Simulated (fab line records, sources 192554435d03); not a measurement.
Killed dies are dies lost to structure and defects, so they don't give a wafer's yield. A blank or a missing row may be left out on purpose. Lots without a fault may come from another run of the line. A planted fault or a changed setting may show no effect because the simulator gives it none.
Split-lot experiment | flow n5_finfet | 7 lots, 21 wafers read, on a route of 1938 steps

THE SPLIT
At N5_BEOL_M3_COAT_67 (time 60 s, resist thk 60 nm), the setting spin_rpm was moved away from the recipe's 1500 rpm on 10 of the 21 wafers read, by -7.9% to +9.0%. The other wafers ran this setting at the recipe's value.

FROM THE SPLIT TO THE READING: what the file shows between them, 11 steps
- N5_BEOL_M3_COAT_68: time 60 s, resist thk 12 nm (also split here: spin_rpm)
- N5_BEOL_M3_COAT_76: time 60 s, resist thk 5 nm
- N5_BEOL_M3_COAT_22: resist thk 30 nm
- N5_BEOL_M3_DESCUM_33: chemistry O2, time 7 s
- N5_BEOL_M3_ETCH_77: etches underlayer in N2/H2, target depth 6.5 nm, time 5.2 s
- N5_BEOL_M3_ETCH_69: etches SiARC in CF4, target depth 15.6 nm, time 26 s
- N5_BEOL_M3_ALD_98: deposits SiO2, target thk 2.5 nm, pulse time 1 s, co reactant pulse time 1 s
- N5_BEOL_M3_ETCHBACK_99: etches SiO2 in CHF3, target depth 5 nm, time 10.4 s
- N5_BEOL_M3_ETCH_70: etches SOC in N2/H2, target depth 80 nm, overetch 16 nm, time 120 s
- N5_BEOL_M3_STRIP_71: strips in N2/H2
- N5_BEOL_M3_STRIP_78: strips in N2/H2

THE READING
SOC_of_BEOL_M3_COAT_67.thk_nm (the simulator's own value, which no gauge read), in nm, at N5_BEOL_M3_VIA_ETCH_34 (etches the open film in C4F6/O2, target depth 69.4 nm, time 65.9 s). The file gives no usual value for it. The 11 wafers here that ran the recipe average 51.9 nm, standard deviation 0.17 nm.

wafer  | tool, chamber at the split | spin_rpm as run, rpm | against the recipe | SOC_of_BEOL_M3_COAT_67.thk_nm, nm | against lot-mates on the recipe
L083.1 | litho_track-03, 0          | 1500                 | recipe             | 52                                | -
L083.2 | litho_track-03, 0          | 1500                 | recipe             | 51.8                              | -
L083.5 | litho_track-03, 0          | 1500                 | recipe             | 51.6                              | -
L082.2 | litho_track-03, 0          | 1635                 | +9.0%              | 49.4                              | no lot-mate on the recipe
L082.3 | litho_track-03, 0          | 1635                 | +9.0%              | 49.2                              | no lot-mate on the recipe
L082.4 | litho_track-03, 0          | 1635                 | +9.0%              | 49.6                              | no lot-mate on the recipe
L085.1 | litho_track-01, 0          | 1382                 | -7.9%              | 54.6                              | +2.8
L085.2 | litho_track-01, 0          | 1500                 | recipe             | 51.8                              | -
L085.4 | litho_track-01, 0          | 1382                 | -7.9%              | 54.2                              | +2.4
L089.3 | litho_track-03, 0          | 1557                 | +3.8%              | 51                                | -1.0
L089.4 | litho_track-03, 0          | 1557                 | +3.8%              | 50.6                              | -1.4
L089.5 | litho_track-03, 0          | 1500                 | recipe             | 52                                | -
L092.3 | litho_track-03, 0          | 1590                 | +6.0%              | 50.4                              | -1.7
L092.4 | litho_track-03, 0          | 1500                 | recipe             | 52.2                              | -
L092.6 | litho_track-03, 0          | 1500                 | recipe             | 52                                | -
L094.3 | litho_track-01, 0          | 1500                 | recipe             | 51.6                              | -
L094.4 | litho_track-01, 0          | 1563                 | +4.2%              | 50.4                              | -1.2
L094.5 | litho_track-01, 0          | 1563                 | +4.2%              | 50.4                              | -1.2
L093.1 | litho_track-03, 0          | 1500                 | recipe             | 51.8                              | -
L093.2 | litho_track-03, 0          | 1500                 | recipe             | 51.8                              | -
L093.4 | litho_track-03, 0          | 1500                 | recipe             | 51.8                              | -

THE FIT
A straight line over all 21 wafers: SOC_of_BEOL_M3_COAT_67.thk_nm changes by -0.293 nm for each +1% of spin_rpm; r = -0.99; the points scatter about the line by 0.22 nm.
The same after taking each lot's own level away (the mean of its wafers on the recipe; 18 wafers): -0.315 nm for each +1%; r = -0.99; scatter 0.14 nm.
On that fit, the largest move of spin_rpm shifts the reading by 2.8 nm.
The lots' own levels span 51.60 to 52.10 nm, that is 2.9 times the standard deviation above.
So the lot-to-lot level changes the slope little: the two slopes agree.
Check: with one of the wafers moved furthest among these (-7.9%) left out of the fit, the line predicts +2.36 nm for it against its lot-mates. It came out at +2.8 nm against them.

OTHER SPLITS ON THESE WAFERS
These wafers also went through other splits before the reading. Each is held against what the fit with the lots' levels taken away leaves over:
other split on the same wafers | wafers away from the commonest value | r with SOC_of_BEOL_M3_COAT_67.thk_nm (lot level and that fit taken away)
N5_BEOL_M1_COAT_73 temp_c      | 5                                    | +0.11
N5_BEOL_M2_ILD_DEP_00 time_s   | 9                                    | +0.19
N5_BEOL_M2_DESCUM_33 time_s    | 3                                    | +0.36
N5_BEOL_M3_COAT_68 spin_rpm    | 4                                    | +0.38

THE WHOLE CHAIN: every reading that the file lists as answering this split, in the file's order
step                   | what it does                                                        | reading                                                                        | change (the file's fit)               | r (the file's)
N5_BEOL_M3_COAT_67     | time 60 s, resist thk 60 nm                                         | SOC_of_BEOL_M3_COAT_67.thk_nm (the simulator's own value, which no gauge read) | -0.292 nm for each +1% of the setting | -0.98
N5_BEOL_M3_ETCH_70     | etches SOC in N2/H2, target depth 80 nm, overetch 16 nm, time 120 s | etch.depth_nm (the simulator's own value, which no gauge read)                 | -0.29 nm for each +1% of the setting  | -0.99
N5_BEOL_M3_VIA_ETCH_34 | etches the open film in C4F6/O2, target depth 69.4 nm, time 65.9 s  | SOC_of_BEOL_M3_COAT_67.thk_nm (the simulator's own value, which no gauge read) | -0.31 nm for each +1% of the setting  | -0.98

THE FILE'S OWN FIT
SOC_of_BEOL_M3_COAT_67.thk_nm changes by -0.31 nm for each +1% of spin_rpm, r = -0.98.
